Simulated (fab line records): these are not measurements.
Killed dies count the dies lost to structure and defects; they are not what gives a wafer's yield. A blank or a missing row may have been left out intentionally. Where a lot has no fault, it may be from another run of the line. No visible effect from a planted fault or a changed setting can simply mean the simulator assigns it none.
Chamber matching ; flow nand harc ; NHARC_P_CONTACT_CMP_01 on cmp-01: 4 sister chambers
The step polishes SiO2, target thk 200 nm. 8 wafers are shown with their chamber, then 11 later ones without.

## WAFERS PAIRED WITH THEIR CHAMBERS
wafer;chamber;motor current A (A);slurry flow ml min
L082.4;1;12.6;149.7
L087.6;0;11.1;150.0
L086.1;1;12.7;149.1
L086.5;3;11.8;150.5
L088.1;3;11.7;149.9
L088.3;0;10.3;150.1
L088.6;2;11.8;150.3
L091.2;2;12.1;150.4

## WAFERS MISSING THEIR CHAMBER
wafer;motor current A (A);slurry flow ml min
L091.4;12.3;148.9
L091.6;12.4;149.1
L092.2;12.4;149.8
L092.4;12.2;150.0
L092.6;12.9;150.5
L093.1;11.9;150.3
L093.2;11.8;149.5
L093.6;10.8;150.0
L096.1;11.5;149.3
L096.4;12.0;149.7
L096.5;10.4;149.6

## CHAMBER TAKEN BY EACH
wafer;from the rows above;in truth
L091.4;1;1
L091.6;1;1
L092.2;can't be placed: 1 or 2 or 3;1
L092.4;can't be placed: 2 or 3 or 1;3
L092.6;can't be placed: 2 or 1 or 3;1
L093.1;can't be placed: 2 or 3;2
L093.2;can't be placed: 3 or 1 or 2 or 0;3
L093.6;0;0
L096.1;can't be placed: 3 or 0 or 2 or 1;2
L096.4;can't be placed: 3 or 2 or 1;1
L096.5;0;0
Correctly placed: 4 of 11. From these rows, 7 cannot be placed; in 7 the true chamber is one of the candidates. Placed wrongly: 0.
How it was worked out, from the rows above alone: a wafer's distance from a chamber is the root of the sum, over the readings, of the square of ((its reading less the chamber's mean) divided by the reading's scatter). The wafer belongs to the nearest chamber; if the next one is less than 2 further off, it can't be placed. A chamber's mean is the mean of its shown wafers. The scatter is the square root of a quotient: the sum, over the shown wafers, of each reading's squared deviation from its chamber's mean, divided by wafers minus chambers.
